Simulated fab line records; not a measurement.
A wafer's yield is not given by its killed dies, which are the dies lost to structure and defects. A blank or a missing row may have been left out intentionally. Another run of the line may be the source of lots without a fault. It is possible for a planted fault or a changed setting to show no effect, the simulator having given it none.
Chamber matching    flow nand-harc    4 sister chambers for NHARC_A_CONTACT_ETCH_102 on rie-diel-13
The step etches the open film in CF4/O2, target depth 70 nm, overetch 7 nm, time 38.5 s. 4 wafers are shown with their chamber, then 8 later ones without.

WAFERS PAIRED WITH THEIR CHAMBERS
wafer   chamber  showerhead-plenum-p-Torr (Torr)
L078.5  3        1.38
L085.2  2        1.23
L085.3  0        1.42
L091.4  1        1.38

WAFERS WITHOUT THEIR CHAMBER
wafer   showerhead-plenum-p-Torr (Torr)
L091.5  1.38
L091.6  1.42
L094.4  1.38
L094.5  1.38
L094.6  1.44
L095.1  1.44
L095.5  1.41
L095.6  1.37

EACH ONE'S CHAMBER
wafer    from the rows above            in truth
L091.5   can't be placed: 1 or 3        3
L091.6   0                              0
L094.4   can't be placed: 1 or 3        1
L094.5   can't be placed: 1 or 3        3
L094.6   0                              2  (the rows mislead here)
L095.1   0                              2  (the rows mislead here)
L095.5   can't be placed: 0 or 1 or 3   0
L095.6   can't be placed: 1 or 3        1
Placed correctly: 1 of 8. Not placeable from these rows: 5 (in 5, the candidates include the true chamber). Number placed wrongly: 2.
How it was worked out, from the rows above alone: a wafer's distance from a chamber is the root of the sum, over the readings, of the square of ((its reading less the chamber's mean) divided by the reading's scatter). The wafer belongs to the nearest chamber; if the next one is less than 2 further off, it can't be placed. Each chamber's mean is taken over the wafers shown for it. The scatter (one wafer shown for each chamber): square how far every hidden wafer sits from the nearest shown wafer, average those squares and take the square root.
